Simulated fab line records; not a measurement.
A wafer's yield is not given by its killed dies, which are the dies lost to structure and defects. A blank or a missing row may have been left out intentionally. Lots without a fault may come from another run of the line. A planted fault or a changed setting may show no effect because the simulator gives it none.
fab line records | flow nand-harc
record lots=12 wafers=36 last-day=33
route steps=1302 shown P_GATE@132 END@1302
lots that met no fault: from a run of the same line without faults
start-h: hours from the record's first day to the start of the lot's first wafer shown | wait-h: how many hours have passed since the lot's step before this one | " unchanged from the row above | L1.1+2: a single row standing in for several wafers | - value missing, or start not given | * or withheld: withheld | < > ~ a bound
route shown NAME@n: names a module that has steps shown in the file, with the first one's number in the route | usual: mean and standard deviation over wafers with no fault | same: alike in all rows | chamber/n: place in a boat | sites: per-site readings | _std_site: how widely they spread, as a standard deviation | _edge_site: inner sites' mean taken away from outer sites' mean | radius-mm: how far each site lies from the wafer's centre | mask NAME#n: copy n | behind: tool/chamber where the wafer was last shaped | hold: what put the lot on hold/how long, in hours/how the hold closed | device: the transistor (n, p or np) that didn't switch | end of line: at the end of the route, the tests of the same wafers | a step with no rows: only its recipe | killed: count of dies lost to structure and defects at first sort (not the wafer's yield) | map: a wafer's dies, x killed, . not, _ none there
set.NAME: setting as actually run; set.NAME@STEP: the setting as run at that earlier step | model.NAME: the simulator's own value behind a step, which no gauge read
the route's steps for a sample of lots (tables are steps, rows are wafers)
services: a tool's chamber out of use, with start hour (start-h, from the record's first day; less than 0 if before it), hours out, and reason
## steps
# step NHARC_P_GATE_DEP_103
# recipe target-thk-a=300 target-thk-nm=30 temp-c=400 flow-sccm=200 rf-w=350 material=SiON
# usual heater-power-outer-w=439/59 heater-power-w=733/81 rf-fwd-power-W=348.7/1.1
# columns lot.wafer tool chamber start-h wait-h heater-power-outer-w heater-power-w rf-fwd-power-W
L268.2 pecvd-02 1 129.19 0.4 391 620 349.6
L268.6 " 2 " " 452 815 349.6
L268.5 " 0 " " 399 720 347.8
L270.1 pecvd-03 1 147.58 0.7 487 820 349.5
L270.6 " 2 " " 390 669 348.2
L270.5 " 1 " " 483 813 349.9
L269.2 pecvd-03 0 147.90 0.5 501 792 350.2
L269.3 " 1 " " 474 803 349.1
L269.6 " 1 " " 477 795 349.3
L271.1 pecvd-04 0 166.01 0.6 441 680 347.6
L271.2 " 1 " " 435 745 349.2
L271.6 " 0 " " 447 679 350.2
L272.1 pecvd-04 0 180.26 0.6 481 741 349.0
L272.3 " 2 " " 549 881 348.3
L272.6 " 2 " " 523 893 350.4
L274.1 pecvd-02 0 194.74 0.6 431 774 347.3
L274.6 " 0 " " 423 763 348.2
L274.5 " 1 " " 384 623 349.4
L279.3 pecvd-03 1 238.29 0.3 380 656 349.3
L279.4 " 1 " " 363 648 349.6
L279.6 " 0 " " 460 691 348.5
L280.2 pecvd-03 2 244.27 0.5 291 560 347.3
L280.1 " 0 " " 515 778 348.6
L280.3 " 1 " " 457 770 347.4
L283.3 pecvd-02 2 279.63 0.4 396 707 347.1
L283.2 " 0 " " 342 664 350.1
L283.4 " 2 " " 389 703 348.5
L284.1 pecvd-04 2 283.18 0.6 526 870 348.1
L284.2 " 1 " " 434 743 348.6
L284.5 " 0 " " 470 727 349.3
L287.1 pecvd-03 2 321.87 0.6 289 560 349.7
L287.2 " 1 " " 452 762 348.9
L287.4 " 1 " " 438 776 349.7
L288.2 pecvd-03 0 328.95 0.5 537 802 345.4
L288.4 " 2 " " 372 659 348.1
L288.6 " 1 " " 458 769 347.2
# step NHARC_P_GATE_HM_OPEN_105
# recipe target-depth-a=3600 o2-flow-sccm=400 cos-flow-sccm=20 ar-flow-sccm=0 rf-w=500 bias-w=300 chemistry=O2/COS
# usual drypump-motor-current-A=5.9/0.59 oes-product-au=1.002/0.012 rf-fwd-power-W=498.1/1.7 rf-vpp-V=467.8/1.8 showerhead-plenum-p-Torr=3.15/0.08 throttle-valve-pct=28.330/0.0098
# columns lot.wafer tool chamber start-h wait-h drypump-motor-current-A oes-product-au rf-fwd-power-W rf-hours-counter-h rf-vpp-V showerhead-plenum-p-Torr throttle-valve-pct
L268.2 rie-diel-05 0 - - 5.0 0.996 496.9 4.2 469.1 3.26 28.340
L268.6 " 1 " " 5.1 1.018 497.0 - 468.2 3.18 28.327
L268.5 " 2 " " 6.5 1.027 496.7 - 469.1 3.24 28.323
L270.1 rie-diel-05 0 - - 5.0 1.000 498.3 5.0 470.4 3.26 28.343
L270.6 " 0 " " 5.0 0.997 497.5 - 470.0 3.26 28.343
L270.5 " 1 " " 5.1 1.017 495.4 - 468.3 3.18 28.342
L269.2 rie-diel-02 2 - - 6.5 1.005 497.6 3.2 466.4 3.11 28.346
L269.3 " 3 " " 5.9 0.986 499.8 4.9 467.6 3.19 28.308
L269.6 " 1 " " 5.8 1.005 499.4 - 469.0 3.20 28.324
L271.1 rie-diel-02 1 - - 5.8 1.023 497.1 5.2 468.3 3.20 28.337
L271.2 " 3 " " 5.9 0.991 498.7 6.1 467.4 3.19 28.328
L271.6 " 0 " " 5.3 1.011 496.3 - 468.3 3.18 28.328
L272.3 rie-diel-03 1 - - 6.1 0.998 499.7 4.9 463.5 2.98 28.336
L272.1 " 0 " " 6.8 0.997 498.7 4.8 466.5 3.17 28.310
L272.6 " 1 " " 6.1 0.993 497.6 - 464.9 2.98 28.331
L274.1 rie-diel-05 2 - - 6.5 1.016 498.7 8.6 470.5 3.24 28.327
L274.6 " 1 " " 5.1 1.016 497.7 - 469.0 3.18 28.333
L274.5 " 2 " " 6.5 1.017 497.2 - 470.7 3.24 28.325
L279.3 rie-diel-03 0 - - 6.8 0.999 496.6 6.5 469.4 3.16 28.332
L279.4 " 2 " " 5.2 1.003 498.6 7.1 467.7 3.11 28.329
L279.6 " 3 " " 6.4 0.998 497.5 - 467.2 3.08 28.326
L280.3 rie-diel-03 3 - - 6.4 1.001 498.5 8.9 466.8 3.08 28.317
L280.2 " 1 " " 6.1 0.974 497.5 8.3 465.2 2.98 28.323
L280.1 " 2 " " 5.2 0.993 498.1 7.2 467.6 3.11 28.329
L283.2 rie-diel-05 0 - - 5.0 0.980 498.2 1.8 470.0 3.26 28.319
L283.4 " 1 " " 5.1 0.994 495.5 1.6 468.3 3.18 28.338
L283.3 " 3 " " 6.2 1.007 499.3 2.1 463.3 3.00 28.334
L284.2 rie-diel-02 3 - - 5.9 0.978 499.4 2.8 470.5 3.18 28.333
L284.1 " 0 " " 5.3 1.000 497.6 2.4 467.6 3.17 28.320
L284.5 " 3 " " 5.9 0.993 500.6 - 468.1 3.18 28.326
L287.4 rie-diel-02 2 - - 6.6 0.975 496.5 6.1 468.0 3.11 28.337
L287.2 " 3 " " 5.9 0.991 498.4 6.5 467.2 3.18 28.340
L287.1 " 1 " " 5.8 1.003 497.8 5.6 468.1 3.19 28.334
L288.4 rie-diel-02 1 - - 5.8 1.006 500.6 6.4 468.8 3.19 28.327
L288.2 " 3 " " 6.0 0.996 499.0 7.2 468.7 3.18 28.304
L288.6 " 0 " " 5.3 1.010 500.7 - 469.1 3.17 28.320
# step NHARC_P_GATE_ETCHBACK_37
# recipe target-depth-a=345 time-s=17.2 chf3-flow-sccm=50 o2-flow-sccm=10 ar-flow-sccm=200 rf-w=500 bias-w=200 chemistry=CHF3/O2
# usual drypump-motor-current-A=5.9/0.61 oes-product-au=0.940/0.027 rf-fwd-power-W=489.7/2.6 rf-vpp-V=370.6/1.6 showerhead-plenum-p-Torr=2.41/0.066 throttle-valve-pct=20.572/0.0084
# columns lot.wafer tool chamber start-h wait-h drypump-motor-current-A oes-product-au rf-fwd-power-W rf-hours-counter-h rf-vpp-V showerhead-plenum-p-Torr throttle-valve-pct
L268.2 rie-diel-05 1 140.69 - 5.1 0.927 488.8 4.6 371.6 2.45 20.572
L268.5 " 1 " " 5.1 0.940 486.4 - 372.3 2.45 20.578
L268.6 " 2 " " 6.5 0.937 489.9 - 372.2 2.50 20.560
L270.1 rie-diel-03 1 159.13 - 6.1 0.996 489.7 4.1 368.5 2.29 20.565
L270.6 " 1 " " 6.1 0.986 486.5 - 368.9 2.29 20.564
L270.5 " 2 " " 5.2 0.981 494.3 - 371.1 2.39 20.555
L269.2 rie-diel-02 1 159.53 - 5.8 0.942 491.5 4.7 373.4 2.46 20.558
L269.3 " 2 " " 6.5 0.928 487.5 3.5 371.4 2.39 20.576
L269.6 " 2 " " 6.5 0.931 486.4 - 370.5 2.39 20.570
L271.2 rie-diel-03 0 177.65 - 6.8 0.985 487.9 4.8 371.1 2.44 20.563
L271.1 " 1 " " 6.1 0.989 486.7 4.9 368.1 2.29 20.580
L271.6 " 2 " " 5.2 0.988 494.4 - 370.5 2.39 20.579
L272.1 rie-diel-02 1 191.78 - 5.7 0.933 495.4 6.6 371.6 2.46 20.564
L272.3 " 2 " " 6.5 0.917 487.0 5.0 369.9 2.39 20.572
L272.6 " 1 " " 5.7 0.931 494.9 - 371.0 2.46 20.576
L274.1 rie-diel-02 1 206.37 - 5.8 1.001 493.2 7.8 370.1 2.46 20.576
L274.6 " 3 " " 5.9 1.004 491.0 - 370.5 2.45 20.567
L274.5 " 0 " " 5.3 0.999 489.6 - 371.2 2.44 20.587
L279.4 rie-diel-03 1 249.81 - 6.1 0.940 487.3 8.3 367.5 2.29 20.565
L279.3 " 2 " " 5.2 0.817 492.2 7.3 370.8 2.39 20.574
L279.6 " 0 " " 6.8 0.932 488.1 - 370.8 2.43 20.564
L280.1 rie-diel-02 0 256.09 - 5.3 0.932 489.7 2.2 371.5 2.44 20.576
L280.2 " 1 " " 5.8 0.929 493.1 1.6 370.6 2.46 20.585
L280.3 " 2 " " 6.5 0.903 487.4 2.0 369.3 2.39 20.553
L283.4 rie-diel-02 1 291.25 - 5.8 0.924 494.3 1.9 369.7 2.46 20.579
L283.3 " 3 " " 5.9 0.908 488.1 2.9 373.1 2.45 20.570
L283.2 " 0 " " 5.3 0.937 486.8 2.5 372.2 2.44 20.567
L284.2 rie-diel-05 1 294.89 - 5.1 0.919 487.1 1.8 371.4 2.45 20.577
L284.1 " 3 " " 6.3 0.926 493.3 2.2 368.5 2.30 20.573
L284.5 " 1 " " 5.1 0.924 486.7 - 371.1 2.45 20.561
L287.1 rie-diel-03 0 333.34 - 6.8 0.921 487.4 3.5 369.9 2.43 20.571
L287.4 " 1 " " 6.1 0.923 488.2 4.2 368.9 2.29 20.573
L287.2 " 3 " " 6.4 0.919 487.0 3.8 370.3 2.37 20.561
L288.2 rie-diel-03 3 340.71 - 6.4 0.923 488.2 3.9 370.1 2.37 20.580
L288.4 " 0 " " 6.8 0.913 489.5 3.6 371.4 2.43 20.567
L288.6 " 2 " " 5.3 0.917 492.5 - 369.2 2.39 20.573
# step NHARC_P_GATE_STRIP_75
# recipe power-w=1500 temp-c=250 chemistry=O2
# usual drypump-motor-current-A=5.7/0.59 heater-power-w=344/12
# columns lot.wafer tool chamber start-h wait-h drypump-motor-current-A heater-power-w rf-hours-counter-h
L268.2 plasma-asher-01 0 142.56 0.2 5.5 349 30
L268.6 " 0 " " 5.5 341 -
L268.5 " 1 " " 6.2 339 -
L270.1 plasma-asher-01 0 160.87 0.2 5.5 340 34
L270.5 " 1 " " 6.2 340 -
L270.6 " 0 " " 5.5 349 -
L269.2 plasma-asher-01 0 161.51 0.3 5.5 344 35
L269.3 " 1 " " 6.2 344 -
L269.6 " 0 " " 5.5 344 -
L271.2 plasma-asher-02 0 179.55 0.3 4.8 351 15
L271.1 " 1 " " 6.4 329 15
L271.6 " 0 " " 4.9 354 -
L272.1 plasma-asher-01 0 193.62 0.3 5.5 357 7
L272.3 " 0 " " 5.5 361 -
L272.6 " 1 " " 6.2 346 -
L274.1 plasma-asher-02 0 208.08 0.3 4.8 359 21
L274.5 " 0 " " 4.8 362 -
L274.6 " 1 " " 6.3 328 -
L279.4 plasma-asher-01 0 251.75 0.2 5.5 356 -
L279.3 " 1 " " 6.2 348 -
L279.6 " 0 " " 5.5 357 -
L280.2 plasma-asher-01 1 258.10 0.2 6.2 346 21
L280.1 " 0 " " 5.5 365 21
L280.3 " 0 " " 5.5 359 -
L283.2 plasma-asher-02 1 293.10 0.3 6.4 328 7
L283.3 " 1 " " 6.3 328 -
L283.4 " 0 " " 4.9 339 -
L284.1 plasma-asher-01 1 296.95 0.3 6.2 340 29
L284.2 " 0 " " 5.5 363 29
L284.5 " 0 " " 5.5 361 -
L287.2 plasma-asher-01 0 335.59 0.3 5.5 362 34
L287.1 " 1 " " 6.2 341 34
L287.4 " 1 " " 6.2 362 -
L288.2 plasma-asher-01 1 342.42 0.2 6.2 359 35
L288.4 " 0 " " 5.5 360 -
L288.6 " 0 " " 5.5 344 -
# step NHARC_END_SORT_01
# recipe temp-c=25
# usual killed-at-array=49/18 killed-at-other=0.8/1 killed-at-periphery=4.2/2.8 killed-dies=54/18 killed-open=3.0/1.7 killed-short=2.5/1.6
# same gross-dies=677
# columns lot.wafer tool chamber start-h wait-h killed-at-array killed-at-other killed-at-periphery killed-dies killed-open killed-short
L268.2 prober-02 0 605.22 2.8 42 0 5 47 2 6
L268.5 prober-02 0 607.63 3.7 34 0 4 38 5 3
L268.6 prober-02 0 608.44 4.0 27 0 5 32 3 1
L279.3 prober-01 0 713.23 3.1 74 0 4 78 3 2
L279.4 prober-01 0 714.04 3.4 76 1 2 79 2 4
L279.6 prober-01 0 715.65 4.0 75 2 4 81 8 1
L284.1 prober-02 0 750.11 2.5 33 0 6 39 2 5
L284.2 prober-02 0 750.90 2.8 29 0 7 36 3 0
L284.5 prober-02 0 753.29 3.7 27 2 7 36 2 2
L283.2 prober-01 0 762.58 2.8 40 0 9 49 5 2
L283.3 prober-01 0 763.38 3.1 51 1 4 56 5 1
L283.4 prober-01 0 764.18 3.4 45 0 8 53 4 3
L288.2 prober-01 0 799.01 2.8 61 2 2 65 2 3
L288.4 prober-01 0 800.59 3.4 55 3 2 60 1 1
L288.6 prober-01 0 802.18 4.0 53 1 2 56 3 4
# killed by level:class
L268.2 A_SLIT:chamber-film-flake=14 A_CHANNEL_HOLE_D2:chamber-film-flake=12 A_CONTACT:chamber-film-flake=7 A_DECK1_JOINT:geometric-particle:short=2 A_CHANNEL_FILL_D2:geometric-particle:short=2 P_GATE:chamber-film-flake=2 P_M1:chamber-film-flake=2 P_M0:geometric-particle:open=1
L268.5 A_SLIT:chamber-film-flake=12 A_CONTACT:chamber-film-flake=7 A_CHANNEL_HOLE_D2:chamber-film-flake=6 A_CHANNEL_FILL_D1:geometric-particle:open=2 A_WL_FILL:chamber-film-flake=2 P_M0:geometric-particle:open=1 P_M1:geometric-particle:open=1 A_CHANNEL_FILL_D1:geometric-particle:short=1
L268.6 A_SLIT:chamber-film-flake=10 A_CONTACT:chamber-film-flake=7 A_CHANNEL_HOLE_D2:chamber-film-flake=4 P_GATE:chamber-film-flake=2 P_M1:chamber-film-flake=2 A_CHANNEL_HOLE_D1:chamber-film-flake=2 P_STI:geometric-particle:open=1 A_DECK1_JOINT:geometric-particle:open=1
L279.3 A_CHANNEL_HOLE_D1:chamber-film-flake=31 A_SLIT:chamber-film-flake=17 A_STAIRCASE:chamber-film-flake=10 A_CHANNEL_HOLE_D2:chamber-film-flake=9 A_CONTACT:chamber-film-flake=3 P_GATE:geometric-particle:open=1 A_CHANNEL_HOLE_D1:geometric-particle:short=1 A_WL_FILL:geometric-particle:short=1
L279.4 A_SLIT:chamber-film-flake=35 A_CHANNEL_HOLE_D1:chamber-film-flake=19 A_CHANNEL_HOLE_D2:chamber-film-flake=9 A_CHANNEL_FILL_D2:chamber-film-flake=3 A_STAIRCASE:chamber-film-flake=2 P_M0:geometric-particle:short=1 A_CHANNEL_HOLE_D1:geometric-particle:open=1 A_ONON_D2:geometric-particle:short=1
L279.6 A_SLIT:chamber-film-flake=32 A_CHANNEL_HOLE_D1:chamber-film-flake=15 A_CHANNEL_HOLE_D2:chamber-film-flake=11 A_CONTACT:chamber-film-flake=4 A_STAIRCASE:chamber-film-flake=4 A_M0:geometric-particle:open=2 THIN_TSV:chamber-film-flake=2 P_M0:geometric-particle:open=1
L284.1 A_CHANNEL_HOLE_D1:chamber-film-flake=8 A_SLIT:chamber-film-flake=6 A_ZERO_WELL:chamber-film-flake=3 A_STAIRCASE:chamber-film-flake=3 A_CONTACT:chamber-film-flake=3 A_CHANNEL_HOLE_D2:chamber-film-flake=2 P_M0:geometric-particle:open=1 P_M1:geometric-particle:short=1
L284.2 A_CHANNEL_HOLE_D1:chamber-film-flake=10 A_SLIT:chamber-film-flake=8 A_ZERO_WELL:chamber-film-flake=3 A_CONTACT:chamber-film-flake=3 A_CONTACT:geometric-particle:open=2 P_ZERO_WELL:chamber-film-flake=2 P_STI:chamber-film-flake=2 P_BONDPAD:chamber-film-flake=2
L284.5 A_CHANNEL_HOLE_D1:chamber-film-flake=10 A_CONTACT:chamber-film-flake=5 A_STAIRCASE:chamber-film-flake=4 P_ZERO_WELL:chamber-film-flake=3 A_SLIT:chamber-film-flake=3 P_GATE:chamber-film-flake=2 A_CHANNEL_FILL_D2:chamber-film-flake=2 P_STI:geometric-particle:open=1
L283.2 A_CHANNEL_HOLE_D1:chamber-film-flake=19 A_SLIT:chamber-film-flake=9 P_BONDPAD:chamber-film-flake=5 A_STAIRCASE:chamber-film-flake=4 A_CONTACT:chamber-film-flake=3 P_GATE:chamber-film-flake=2 P_GATE:geometric-particle:open=1 P_M0:geometric-particle:open=1
L283.3 A_CHANNEL_HOLE_D1:chamber-film-flake=32 A_SLIT:chamber-film-flake=8 A_CONTACT:chamber-film-flake=3 A_STAIRCASE:chamber-film-flake=2 P_CONTACT:geometric-particle:open=1 P_M0:geometric-particle:open=1 A_CHANNEL_FILL_D1:geometric-particle:open=1 A_CHANNEL_FILL_D1:geometric-particle:short=1
L283.4 A_CHANNEL_HOLE_D1:chamber-film-flake=19 A_SLIT:chamber-film-flake=10 A_STAIRCASE:chamber-film-flake=7 P_BONDPAD:chamber-film-flake=4 A_CONTACT:chamber-film-flake=3 P_CONTACT:geometric-particle:short=1 P_CONTACT:geometric-particle:open=1 A_ONON_D2:geometric-particle:open=1
L288.2 A_CHANNEL_HOLE_D2:chamber-film-flake=20 A_CHANNEL_HOLE_D1:chamber-film-flake=19 A_CONTACT:chamber-film-flake=9 A_SLIT:chamber-film-flake=8 A_ZERO_WELL:chamber-film-flake=3 P_CONTACT:geometric-particle:open=1 P_M0:geometric-particle:open=1 A_ONON_D2:geometric-particle:short=1
L288.4 A_CHANNEL_HOLE_D2:chamber-film-flake=29 A_CHANNEL_HOLE_D1:chamber-film-flake=10 A_SLIT:chamber-film-flake=8 A_CONTACT:chamber-film-flake=5 THIN_TSV:chamber-film-flake=3 A_WL_FILL:chamber-film-flake=2 P_GATE:geometric-particle:open=1 A_ONON_D2:geometric-particle:short=1
L288.6 A_CHANNEL_HOLE_D2:chamber-film-flake=16 A_CHANNEL_HOLE_D1:chamber-film-flake=13 A_SLIT:chamber-film-flake=11 A_CONTACT:chamber-film-flake=5 A_DECK1_JOINT:geometric-particle:short=2 A_CHANNEL_FILL_D2:geometric-particle:short=2 A_ONON_D1:geometric-particle:open=1 A_CHANNEL_FILL_D1:geometric-particle:open=1
## services
# columns tool chamber start-h hours kind
rie-diel-02 0 122.21 - clean
rie-diel-02 1 122.21 - clean
rie-diel-02 2 122.21 - clean
rie-diel-03 0 134.75 12.1 repair
rie-diel-03 2 144.58 12.4 repair
plasma-asher-01 - 156.69 2.2 repair
plasma-asher-02 - 159.37 19.0 repair
pecvd-03 2 176.66 13.6 repair
rie-diel-03 0 181.59 8.4 repair
rie-diel-05 0 182.38 3.2 repair
pecvd-03 - 185.00 13.0 pm
rie-diel-02 1 185.47 4.4 repair
pecvd-03 2 204.11 4.7 repair
rie-diel-02 - 216.70 9.0 pm
pecvd-02 - 227.18 13.0 pm
rie-diel-05 - 229.62 9.0 pm
plasma-asher-02 - 249.27 9.0 pm
rie-diel-03 0 250.38 7.5 repair
pecvd-02 2 258.34 4.6 repair
pecvd-02 - 264.57 0.8 repair
rie-diel-03 - 281.30 9.0 pm
pecvd-04 - 284.95 13.0 pm
pecvd-03 - 297.08 0.4 repair
pecvd-03 0 317.86 3.1 repair
## key
first-sign step=NHARC_P_GATE_ETCHBACK_37 reading=oes-product-au direction=down sigmas=4.5 usual=0.940 struck=0.817
effect none on later readings
met-at NHARC_P_GATE_ETCHBACK_37
struck-lots L279
struck-wafers L279.3
tester-left-out L279
not-acting-at NHARC_P_GATE_DEP_103,NHARC_P_GATE_HM_OPEN_105,NHARC_P_GATE_STRIP_75
onset-between 177.65 249.81
fault kind=process-parameter-drift tool=rie-diel-03 chamber=2 onset-h=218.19 steps=NHARC_P_GATE_ETCHBACK_37 channel=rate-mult offset=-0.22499 shape=step end-h=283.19
# tester-left-out: of these lots the tester's yield and bins aren't shown, on N5 and GAA mostly nor the transistor test; their killed dies are dies lost to structure and defects alone, not to doping, threshold or leakage, so they don't give the yield
